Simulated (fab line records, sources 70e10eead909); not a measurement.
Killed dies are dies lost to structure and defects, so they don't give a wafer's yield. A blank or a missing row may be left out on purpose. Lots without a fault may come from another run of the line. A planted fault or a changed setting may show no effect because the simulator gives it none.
fab line records | flow nand_harc
record lots=12 wafers=36 last_day=33
route steps=1302 shown P_ZERO_WELL@14 P_STI@89 END@1302
lots that met no fault: from a run of the same line without faults
start_h: hours from the record's first day to the start of the lot's first wafer shown | wait_h: hours since the lot's step before | " the same as in the row above | L1.1+2: a row that stands for several wafers | - no value, or no start given | * or withheld: withheld | < > ~ a bound
route shown NAME@n: a module of which the file shows steps, and the number in the route of the first | usual: mean/standard deviation of fault-free wafers | same: alike in all rows | chamber/n: place in a boat | sites: the reading at each site | _std_site: their standard deviation | _edge_site: outer sites' mean less inner sites' | radius_mm: how far each site lies from the wafer's centre | mask NAME#n: copy n | behind: the tool/chamber that last shaped the wafer | hold: why the lot was held/for how many hours/how that ended | device: the transistor (n, p or np) that didn't switch | end of line: the same wafers' tests at the end of the route | a step without rows: its recipe alone | killed: dies lost to structure and defects at the first sort, not the wafer's yield | map: a wafer's dies, x killed, . not, _ none there
set.NAME: the setting as run; set.NAME@STEP: as run at that earlier step | model.NAME: the simulator's own value behind a step, which no gauge read
steps of the route over a sample of lots; a table a step, a row a wafer
services: from which hour (start_h, from the record's first day; less than 0 if before it) a tool's chamber was out of use, for how many hours, and why
## steps
# step NHARC_P_ZERO_WELL_CD_MEAS_11
# recipe target_cd_nm=500 landing_energy_ev=500
# usual cd_nm=499.6/2.9
# columns lot.wafer tool chamber start_h wait_h cd_nm
L406.1 cd_sem-02 0 21.24 - 496.9
L406.3 " 0 " " 495.8
L406.5 " 0 " " 494.7
L410.2 cd_sem-03 0 61.24 - 498.1
L410.4 " 0 " " 492.9
L410.6 " 0 " " 494.8
L411.3 cd_sem-02 0 71.25 - 500.5
L411.5 " 0 " " 496.7
L411.6 " 0 " " 498.1
L413.2 cd_sem-02 0 91.25 - 502.3
L413.3 " 0 " " 505.5
L413.6 " 0 " " 499.9
L415.1 cd_sem-03 0 111.30 - 496.9
L415.3 " 0 " " 497.5
L415.5 " 0 " " 494.5
L416.1 cd_sem-01 0 121.30 - 502.2
L416.3 " 0 " " 501.4
L416.5 " 0 " " 502.4
L417.2 cd_sem-02 0 131.25 - 504.1
L417.3 " 0 " " 500.7
L417.6 " 0 " " 501.6
L418.1 cd_sem-01 0 141.11 - 501.6
L418.3 " 0 " " 500.0
L418.4 " 0 " " 504.3
L421.3 cd_sem-03 0 171.24 - 495.0
L421.5 " 0 " " 496.9
L421.6 " 0 " " 497.9
L423.4 cd_sem-03 0 191.25 - 497.6
L423.5 " 0 " " 495.8
L423.6 " 0 " " 498.4
L424.4 cd_sem-01 0 201.19 - 492.9
L424.5 " 0 " " 494.1
L424.6 " 0 " " 495.8
L429.1 cd_sem-02 0 251.50 - 502.9
L429.3 " 0 " " 502.6
L429.4 " 0 " " 500.4
# step NHARC_P_ZERO_WELL_ETCH_63
# recipe target_depth_a=1200 time_s=40.1 hbr_flow_sccm=150 cl2_flow_sccm=50 rf_w=400 icp_w=400 bias_w=100 chemistry=HBr/Cl2
# usual drypump_motor_current_A=5.7/0.44 oes_product_au=1.001/0.016 throttle_valve_pct=26.407/0.0088
# columns lot.wafer tool chamber start_h wait_h drypump_motor_current_A oes_product_au rf_hours_counter_h throttle_valve_pct
L406.3 rie_si-05 3 21.91 - 5.8 0.981 0.4 26.415
L406.1 " 0 " " 5.8 1.039 0.5 26.399
L406.5 " 3 " " 5.8 0.985 - 26.409
L410.4 rie_si-05 1 61.67 - 6.0 1.022 0.6 26.396
L410.2 " 3 " " 5.8 0.982 0.7 26.406
L410.6 " 0 " " 5.7 1.023 - 26.407
L411.3 rie_si-05 1 71.68 - 6.0 1.019 0.7 26.393
L411.6 " 0 " " 5.8 1.019 - 26.423
L411.5 " 1 " " 5.9 1.027 - 26.412
L413.3 rie_si-06 3 91.66 - 5.9 1.009 0.0 26.395
L413.2 " 0 " " 5.1 0.991 0.0 26.390
L413.6 " 0 " " 5.0 0.979 - 26.390
L415.1 rie_si-06 1 111.72 - 6.2 1.008 0.1 26.399
L415.3 " 3 " " 5.9 1.007 0.1 26.412
L415.5 " 2 " " 6.0 0.978 - 26.389
L416.1 rie_si-03 2 122.22 - 6.4 0.996 0.5 26.409
L416.3 " 3 " " 5.3 1.014 0.4 26.393
L416.5 " 3 " " 5.2 1.013 - 26.411
L417.3 rie_si-06 3 131.66 - 5.8 1.000 0.3 26.404
L417.2 " 1 " " 6.3 1.009 0.3 26.411
L417.6 " 3 " " 5.8 1.002 - 26.412
L418.3 rie_si-06 2 141.65 - 6.0 0.992 0.4 26.391
L418.4 " 0 " " 5.0 0.983 0.3 26.408
L418.1 " 1 " " 6.3 1.002 0.3 26.407
L421.3 rie_si-03 2 172.09 - 6.3 0.997 0.9 26.401
L421.6 " 1 " " 5.5 0.985 - 26.415
L421.5 " 2 " " 6.4 0.984 - 26.405
L423.4 rie_si-05 0 191.68 - 5.8 1.002 0.3 26.431
L423.6 " 3 " " 5.8 0.996 - 26.404
L423.5 " 0 " " 5.7 0.991 - 26.384
L424.4 rie_si-05 1 201.62 - 5.9 1.024 0.4 26.400
L424.5 " 3 " " 5.8 0.984 - 26.401
L424.6 " 0 " " 5.8 0.997 - 26.413
L429.3 rie_si-05 0 251.91 - 5.7 0.998 0.7 26.404
L429.1 " 2 " " 6.1 1.020 0.7 26.404
L429.4 " 2 " " 6.1 1.015 - 26.387
# step NHARC_P_ZERO_WELL_EXPOSE_21
# recipe na=0.6 target_cd_nm=720 dose_mj=22.31 mask_id=P_NWELL
# columns lot.wafer tool chamber start_h wait_h mask
L406.1+3+5 krf_scanner-02 0 22.55 - P_NWELL#0
L410.2+4+6 krf_scanner-02 0 62.32 - P_NWELL#0
L411.3+5+6 krf_scanner-03 0 72.45 - P_NWELL#0
L413.2+3+6 krf_scanner-03 0 92.43 - P_NWELL#0
L415.1+3+5 krf_scanner-04 0 112.41 - P_NWELL#0
L416.1+3+5 krf_scanner-02 0 123.04 - P_NWELL#0
L417.2+3+6 krf_scanner-03 0 132.44 - P_NWELL#0
L418.1+3+4 krf_scanner-02 0 142.42 - P_NWELL#0
L421.3+5+6 krf_scanner-03 0 172.85 - P_PWELL#0
L423.4+5+6 krf_scanner-02 0 192.34 - P_NWELL#0
L424.4+5+6 krf_scanner-04 0 202.38 - P_NWELL#0
L429.1+3+4 krf_scanner-02 0 252.71 - P_NWELL#0
# step NHARC_P_ZERO_WELL_CD_MEAS_24
# recipe target_cd_nm=720 landing_energy_ev=500
# usual cd_nm=717.7/1.8
# columns lot.wafer tool chamber start_h wait_h cd_nm
L406.1 cd_sem-02 0 22.71 - 718.3
L406.3 " 0 " " 716.3
L406.5 " 0 " " 716.1
L410.2 cd_sem-01 0 62.48 - 721.5
L410.4 " 0 " " 717.8
L410.6 " 0 " " 717.1
L411.3 cd_sem-02 0 72.60 - 718.6
L411.5 " 0 " " 718.1
L411.6 " 0 " " 720.3
L413.2 cd_sem-01 0 92.59 - 715.7
L413.3 " 0 " " 720.5
L413.6 " 0 " " 713.7
L415.1 cd_sem-03 0 112.57 - 716.6
L415.3 " 0 " " 716.5
L415.5 " 0 " " 715.1
L416.1 cd_sem-02 0 123.19 - 722.5
L416.3 " 0 " " 717.1
L416.5 " 0 " " 716.2
L417.2 cd_sem-01 0 132.59 - 715.4
L417.3 " 0 " " 719.6
L417.6 " 0 " " 715.3
L418.1 cd_sem-01 0 142.57 - 720.3
L418.3 " 0 " " 718.5
L418.4 " 0 " " 717.5
L421.3 cd_sem-02 0 173.01 - -
L421.5 " 0 " " -
L421.6 " 0 " " -
L423.4 cd_sem-03 0 192.49 - 716.6
L423.5 " 0 " " 715.6
L423.6 " 0 " " 717.6
L424.4 cd_sem-01 0 202.53 - 717.8
L424.5 " 0 " " 718.0
L424.6 " 0 " " 718.0
L429.1 cd_sem-03 0 252.86 - 719.2
L429.3 " 0 " " 716.3
L429.4 " 0 " " 715.0
# step NHARC_P_STI_ETCH_31
# recipe target_depth_a=1089 time_s=54.5 cf4_flow_sccm=100 chf3_flow_sccm=30 ar_flow_sccm=0 rf_w=500 bias_w=200 chemistry=CF4/CHF3
# usual drypump_motor_current_A=5.6/0.39 oes_product_au=0.961/0.023 rf_vpp_V=370.4/1.5 showerhead_plenum_p_Torr=1.57/0.037 throttle_valve_pct=16.802/0.0087
# columns lot.wafer tool chamber start_h wait_h drypump_motor_current_A oes_product_au rf_hours_counter_h rf_vpp_V showerhead_plenum_p_Torr throttle_valve_pct
L406.3 rie_diel-07 0 - - 5.9 1.002 7 369.8 1.51 16.793
L406.1 " 1 " " 5.2 0.978 7 371.0 1.57 16.811
L406.5 " 0 " " 6.0 0.989 - 367.9 1.51 16.791
L410.4 rie_diel-07 2 - - 5.9 0.981 4 370.9 1.56 16.808
L410.2 " 0 " " 6.0 0.974 9 366.8 1.51 16.804
L410.6 " 1 " " 5.2 0.969 - 371.1 1.57 16.813
L411.3 rie_diel-13 1 - - 6.4 0.911 9 370.3 1.54 16.802
L411.6 " 2 " " 5.4 0.914 - 369.3 1.54 16.795
L411.5 " 3 " " 5.1 0.929 - 371.1 1.57 16.811
L413.3 rie_diel-13 1 - - 6.4 0.945 11 369.4 1.54 16.802
L413.2 " 2 " " 5.4 0.951 12 368.1 1.54 16.800
L413.6 " 0 " " 5.5 0.981 - 372.5 1.61 16.808
L415.1 rie_diel-07 0 - - 6.0 0.997 1 367.5 1.51 16.809
L415.3 " 2 " " 5.9 0.972 1 371.5 1.56 16.801
L415.5 " 3 " " 5.3 0.976 - 371.5 1.59 16.807
L416.3 rie_diel-10 0 - - 5.6 0.977 3 372.4 1.62 16.814
L416.1 " 2 " " 5.7 0.959 3 369.2 1.52 16.810
L416.5 " 0 " " 5.6 0.993 - 372.3 1.62 16.809
L417.2 rie_diel-07 3 - - 5.3 0.936 1 370.2 1.59 16.804
L417.3 " 1 " " 5.3 0.911 1 369.6 1.57 16.817
L417.6 " 2 " " 5.9 0.943 - 369.4 1.56 16.805
L418.1 rie_diel-07 3 - - 5.4 0.956 2 370.8 1.59 16.809
L418.3 " 0 " " 6.0 0.979 2 368.8 1.51 16.816
L418.4 " 2 " " 5.9 0.972 - 370.3 1.56 16.806
L423.6 rie_diel-07 0 - - 6.0 0.973 - 369.7 1.51 16.798
L423.4 " 1 " " 5.2 0.945 - 370.6 1.57 16.785
L423.5 " 3 " " 5.4 0.968 - 371.2 1.59 16.811
L424.4 rie_diel-10 1 - - 5.4 0.947 7 370.2 1.56 16.800
L424.6 " 1 " " 5.4 0.942 - 368.7 1.56 16.795
L424.5 " 2 " " 5.7 0.963 - 368.6 1.52 16.791
L429.4 rie_diel-10 1 - - 5.4 0.943 1 371.2 1.56 16.817
L429.1 " 2 " " 5.7 0.950 1 369.1 1.52 16.794
L429.3 " 0 " " 5.6 0.952 1 371.2 1.62 16.789
# step NHARC_END_SORT_01
# recipe temp_c=25
# usual killed_at_array=64/20 killed_at_other=0.7/1.1 killed_at_periphery=3.6/2.7 killed_dies=68/20 killed_open=2.8/1.9 killed_short=2.3/1.5
# same gross_dies=677
# columns lot.wafer tool chamber start_h wait_h killed_at_array killed_at_other killed_at_periphery killed_dies killed_open killed_short
L421.3 prober-02 0 705.67 3.1 102 1 574 677 6 5
L421.5 prober-02 0 707.29 3.7 110 0 567 677 2 5
L421.6 prober-02 0 708.10 4.0 92 0 585 677 1 3
# killed by level:class
L421.3 P_ZERO_WELL:area_expose=568 A_CHANNEL_HOLE_D1:chamber_film_flake=39 A_SLIT:chamber_film_flake=29 A_CHANNEL_HOLE_D2:chamber_film_flake=16 P_GATE:chamber_film_flake=5 A_CONTACT:chamber_film_flake=4 A_STAIRCASE:chamber_film_flake=3 P_M1:geometric_particle:open=1
L421.5 P_ZERO_WELL:area_expose=564 A_CHANNEL_HOLE_D1:chamber_film_flake=35 A_SLIT:chamber_film_flake=35 A_CHANNEL_HOLE_D2:chamber_film_flake=25 A_ZERO_WELL:chamber_film_flake=3 A_CONTACT:chamber_film_flake=3 A_CHANNEL_FILL_D1:geometric_particle:short=2 A_BLC:chamber_film_flake=2
L421.6 P_ZERO_WELL:area_expose=582 A_CHANNEL_HOLE_D1:chamber_film_flake=33 A_SLIT:chamber_film_flake=28 A_CHANNEL_HOLE_D2:chamber_film_flake=22 A_CONTACT:chamber_film_flake=4 P_GATE:geometric_particle:short=1 A_CHANNEL_FILL_D1:geometric_particle:short=1 A_BLC:geometric_particle:short=1
## services
# columns tool chamber start_h hours kind
krf_scanner-03 - 3.84 2.7 repair
rie_si-06 0 11.25 1.0 repair
krf_scanner-03 - 31.39 0.2 repair
rie_si-06 - 35.18 2.7 repair
krf_scanner-03 - 52.00 4.0 pm
rie_si-06 - 70.29 0.8 repair
rie_si-06 - 72.00 9.0 pm
krf_scanner-03 - 80.83 0.9 repair
rie_si-06 - 89.40 0.8 repair
krf_scanner-02 - 94.00 4.0 pm
rie_si-05 1 101.60 2.3 repair
rie_diel-07 - 117.20 9.0 pm
krf_scanner-03 - 119.39 0.9 repair
rie_si-05 - 128.00 9.0 pm
rie_diel-07 1 159.75 5.5 repair
rie_si-05 0 165.09 6.9 repair
rie_diel-07 2 201.02 44.1 repair
rie_si-06 2 208.18 7.6 repair
rie_si-05 3 227.27 27.1 repair
rie_si-05 1 231.19 1.7 repair
rie_diel-07 - 236.83 2.5 repair
rie_diel-07 0 247.78 4.4 repair
krf_scanner-02 - 257.24 0.4 repair
krf_scanner-02 - 266.00 4.0 pm
## key
first_sign step=NHARC_P_ZERO_WELL_EXPOSE_21 reading=mask direction=changed
effect step=NHARC_P_ZERO_WELL_CD_MEAS_24 reading=cd_nm direction=missing
effect step=NHARC_END_SORT_01 reading=killed_at_periphery direction=up sigmas=99+ usual=3.6 struck=575.3
more_kills_born_at NHARC_P_ZERO_WELL_EXPOSE_21@krf_scanner-03=1714
met_at NHARC_P_ZERO_WELL_EXPOSE_21
struck_lots L421
later_rows_left_out L421.3,L421.5,L421.6
tester_left_out L421
not_acting_at NHARC_P_ZERO_WELL_CD_MEAS_11,NHARC_P_ZERO_WELL_ETCH_63,NHARC_P_STI_ETCH_31
onset_between 132.44 172.85
fault kind=wrong_mask tool=any chamber=- onset_h=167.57 steps=NHARC_P_ZERO_WELL_EXPOSE_21 aux_copy=P_PWELL#0 scope=struck_lots_only
# tester_left_out: of these lots the tester's yield and bins aren't shown, on N5 and GAA mostly nor the transistor test; their killed dies are dies lost to structure and defects alone, not to doping, threshold or leakage, so they don't give the yield
# later_rows_left_out: the simulator's readings of these wafers behind a module that went badly wrong aren't trusted and aren't shown, but for the sort
